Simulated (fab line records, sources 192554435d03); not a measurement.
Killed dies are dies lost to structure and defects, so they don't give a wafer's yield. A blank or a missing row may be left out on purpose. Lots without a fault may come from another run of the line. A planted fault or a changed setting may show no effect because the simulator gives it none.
Which tool did it? | flow n5_finfet | 9 lots, 26 wafers sampled, at 1 step of a route of 1938

WHAT THE GAUGES READ, wafer by wafer
N5_BEOL_M2_CD_MEAS_11: target cd 16.79 nm.
lot  | measured     | on        | cd_nm (nm)
L941 | day 6 11:03  | cd_sem-01 | 16.91 16.74 15.82
L945 | day 7 11:38  | cd_sem-03 | 16.98 16.85 17.05
L947 | day 8 09:25  | cd_sem-01 | 16.63 16.77 16.53
L952 | day 9 16:26  | cd_sem-02 | 16.95 16.77 16.73
L954 | day 10 00:17 | cd_sem-01 | 16.75 17.12 17.26
L958 | day 10 21:00 | cd_sem-02 | 16.39 16.61 16.65
L960 | day 10 21:52 | cd_sem-02 | 17.13 17.22 16.70
L962 | day 12 06:11 | cd_sem-03 | 16.78 17.08
L963 | day 12 09:13 | cd_sem-01 | 16.98 16.66 17.18

WHICH TOOL RAN EACH LOT (tool, then ch and the chambers of the sampled wafers, then the start)
The record holds no process step before these readings.

THE ANSWER, worked out from the rows above alone
Rule: what is usual is taken from the lots themselves. Put in order of their means at a reading, lots are off if they are a third of the lots or fewer, leave a main group of 4 or more, and stand apart from it by a gap of 3 or more times the standard deviation of the main group's means; of several such gaps the widest counts. A main group whose means are all the same, to the digits that the tables above print for the reading, isn't used. A lot without any number at a reading at which 4 lots or more have one is off too. The other lots that the step has rows for count as sound.
No lot is off at any reading shown: from this, nothing can be told.

WHAT THE SIMULATOR HAD PUT IN
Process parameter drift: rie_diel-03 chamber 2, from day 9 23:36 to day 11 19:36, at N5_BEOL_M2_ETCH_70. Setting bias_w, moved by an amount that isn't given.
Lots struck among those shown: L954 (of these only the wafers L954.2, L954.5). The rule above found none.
